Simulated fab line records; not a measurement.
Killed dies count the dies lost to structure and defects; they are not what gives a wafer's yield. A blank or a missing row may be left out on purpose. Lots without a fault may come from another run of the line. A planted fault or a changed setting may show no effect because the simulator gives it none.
Chamber matching	flow nand-harc	NHARC_A_STAIRCASE_ETCH_444 on rie-diel-06: 4 sister chambers
The step etches the open film in C4F8/O2, target depth 20400 nm, time 6800 s. 4 wafers are shown with their chamber, then 7 later ones without.

== WAFERS WITH THEIR CHAMBER ==
wafer	chamber	rf-vpp-V (V)
L086.3	3	802
L086.6	1	816
L088.3	2	800
L088.4	0	810

== WAFERS WITHOUT THEIR CHAMBER ==
wafer	rf-vpp-V (V)
L088.6	801
L090.2	804
L090.3	802
L090.5	800
L097.1	800
L097.2	800
L097.5	801

== WHICH CHAMBER EACH ONE RAN IN ==
wafer	from the rows above	in truth
L088.6	can't be placed: 2 or 3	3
L090.2	3	3
L090.3	3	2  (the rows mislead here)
L090.5	2	2
L097.1	2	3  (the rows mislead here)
L097.2	2	2
L097.5	can't be placed: 2 or 3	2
3 of 7 placed correctly. From these rows, 2 cannot be placed; in 2 the true chamber is one of the candidates. 2 placed wrongly.
How it was worked out, from the rows above alone: a wafer's distance from a chamber is the root of the sum, over the readings, of the square of ((its reading less the chamber's mean) divided by the reading's scatter). The wafer belongs to the nearest chamber; if the next one is less than 2 further off, it can't be placed. For every chamber, the mean is computed from those of its wafers that are shown. The scatter (one wafer shown for each chamber): square how far every hidden wafer sits from the nearest shown wafer, average those squares and take the square root.
